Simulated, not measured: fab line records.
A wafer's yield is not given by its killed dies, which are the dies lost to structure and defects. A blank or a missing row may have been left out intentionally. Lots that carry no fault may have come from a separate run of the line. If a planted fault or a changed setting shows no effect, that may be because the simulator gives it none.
Matching of chambers || flow n5Finfet || 4 sister chambers for N5_BEOL_M2_STRIP_19 on rieDiel-05
The step strips in O2. 18 wafers are shown with their chamber, then 9 later ones without.

WAFERS PAIRED WITH THEIR CHAMBERS
{"wafer": "L082.3", "chamber": 0, "showerheadPlenumPTorr (Torr)": 2.10, "throttleValvePct (%)": 16.70, "oesProductAu (a.u.)": 0.74}
{"wafer": "L082.5", "chamber": 3, "showerheadPlenumPTorr (Torr)": 2.17, "throttleValvePct (%)": 16.61, "oesProductAu (a.u.)": 0.74}
{"wafer": "L082.6", "chamber": 0, "showerheadPlenumPTorr (Torr)": 2.10, "throttleValvePct (%)": 16.71, "oesProductAu (a.u.)": 0.75}
{"wafer": "L083.1", "chamber": 0, "showerheadPlenumPTorr (Torr)": 2.10, "throttleValvePct (%)": 16.71, "oesProductAu (a.u.)": 0.74}
{"wafer": "L083.5", "chamber": 1, "showerheadPlenumPTorr (Torr)": 2.05, "throttleValvePct (%)": 16.39, "oesProductAu (a.u.)": 0.85}
{"wafer": "L083.6", "chamber": 2, "showerheadPlenumPTorr (Torr)": 2.08, "throttleValvePct (%)": 16.56, "oesProductAu (a.u.)": 0.71}
{"wafer": "L089.2", "chamber": 0, "showerheadPlenumPTorr (Torr)": 2.10, "throttleValvePct (%)": 16.73, "oesProductAu (a.u.)": 0.73}
{"wafer": "L089.4", "chamber": 2, "showerheadPlenumPTorr (Torr)": 2.08, "throttleValvePct (%)": 16.60, "oesProductAu (a.u.)": 0.70}
{"wafer": "L089.5", "chamber": 0, "showerheadPlenumPTorr (Torr)": 2.10, "throttleValvePct (%)": 16.72, "oesProductAu (a.u.)": 0.72}
{"wafer": "L091.1", "chamber": 2, "showerheadPlenumPTorr (Torr)": 2.08, "throttleValvePct (%)": 16.60, "oesProductAu (a.u.)": 0.70}
{"wafer": "L091.3", "chamber": 1, "showerheadPlenumPTorr (Torr)": 2.04, "throttleValvePct (%)": 16.41, "oesProductAu (a.u.)": 0.83}
{"wafer": "L091.4", "chamber": 3, "showerheadPlenumPTorr (Torr)": 2.16, "throttleValvePct (%)": 16.64, "oesProductAu (a.u.)": 0.72}
{"wafer": "L093.3", "chamber": 3, "showerheadPlenumPTorr (Torr)": 2.16, "throttleValvePct (%)": 16.65, "oesProductAu (a.u.)": 0.71}
{"wafer": "L093.5", "chamber": 1, "showerheadPlenumPTorr (Torr)": 2.04, "throttleValvePct (%)": 16.42, "oesProductAu (a.u.)": 0.82}
{"wafer": "L093.6", "chamber": 2, "showerheadPlenumPTorr (Torr)": 2.08, "throttleValvePct (%)": 16.61, "oesProductAu (a.u.)": 0.70}
{"wafer": "L095.1", "chamber": 0, "showerheadPlenumPTorr (Torr)": 2.09, "throttleValvePct (%)": 16.76, "oesProductAu (a.u.)": 0.72}
{"wafer": "L095.4", "chamber": 1, "showerheadPlenumPTorr (Torr)": 2.04, "throttleValvePct (%)": 16.41, "oesProductAu (a.u.)": 0.84}
{"wafer": "L095.6", "chamber": 2, "showerheadPlenumPTorr (Torr)": 2.08, "throttleValvePct (%)": 16.61, "oesProductAu (a.u.)": 0.70}

SIGNATURES (averages over the wafers above)
{"reading": "showerheadPlenumPTorr", "chamber 0": 2.0983, "chamber 1": 2.0425, "chamber 2": 2.0800, "chamber 3": 2.1633, "scatter within a chamber": 0.00401}
{"reading": "throttleValvePct", "chamber 0": 16.7217, "chamber 1": 16.4075, "chamber 2": 16.5960, "chamber 3": 16.6333, "scatter within a chamber": 0.0195}
{"reading": "oesProductAu", "chamber 0": 0.7333, "chamber 1": 0.8350, "chamber 2": 0.7020, "chamber 3": 0.7233, "scatter within a chamber": 0.0113}
Rule: distance of a wafer from a chamber = root of the sum over the readings of ((wafer's reading minus chamber's mean) / reading's scatter) squared. The wafer belongs to the nearest chamber; if the next one is less than 2 further off, it can't be placed. The scatter: take each reading less its chamber's mean, square it, sum over the shown wafers, divide by the number of wafers less the number of chambers, and take the root.

WAFERS WHOSE CHAMBER IS MISSING
{"wafer": "L097.1", "showerheadPlenumPTorr (Torr)": 2.04, "throttleValvePct (%)": 16.44, "oesProductAu (a.u.)": 0.81}
{"wafer": "L097.2", "showerheadPlenumPTorr (Torr)": 2.16, "throttleValvePct (%)": 16.67, "oesProductAu (a.u.)": 0.72}
{"wafer": "L097.6", "showerheadPlenumPTorr (Torr)": 2.07, "throttleValvePct (%)": 16.61, "oesProductAu (a.u.)": 0.70}
{"wafer": "L096.1", "showerheadPlenumPTorr (Torr)": 2.16, "throttleValvePct (%)": 16.68, "oesProductAu (a.u.)": 0.72}
{"wafer": "L096.3", "showerheadPlenumPTorr (Torr)": 2.09, "throttleValvePct (%)": 16.76, "oesProductAu (a.u.)": 0.72}
{"wafer": "L096.6", "showerheadPlenumPTorr (Torr)": 2.04, "throttleValvePct (%)": 16.43, "oesProductAu (a.u.)": 0.82}
{"wafer": "L094.1", "showerheadPlenumPTorr (Torr)": 2.16, "throttleValvePct (%)": 16.67, "oesProductAu (a.u.)": 0.71}
{"wafer": "L094.2", "showerheadPlenumPTorr (Torr)": 2.09, "throttleValvePct (%)": 16.76, "oesProductAu (a.u.)": 0.71}
{"wafer": "L094.6", "showerheadPlenumPTorr (Torr)": 2.16, "throttleValvePct (%)": 16.68, "oesProductAu (a.u.)": 0.71}

WHICH CHAMBER EACH WENT THROUGH
{"wafer": "L097.1", "from the rows above": 1, "in truth": 1}
{"wafer": "L097.2", "from the rows above": 3, "in truth": 3}
{"wafer": "L097.6", "from the rows above": 2, "in truth": 2}
{"wafer": "L096.1", "from the rows above": 3, "in truth": 3}
{"wafer": "L096.3", "from the rows above": 0, "in truth": 0}
{"wafer": "L096.6", "from the rows above": 1, "in truth": 1}
{"wafer": "L094.1", "from the rows above": 3, "in truth": 3}
{"wafer": "L094.2", "from the rows above": 0, "in truth": 0}
{"wafer": "L094.6", "from the rows above": 3, "in truth": 3}
Correctly placed: 9 of 9. Number that these rows cannot place: 0. 0 placed wrongly.
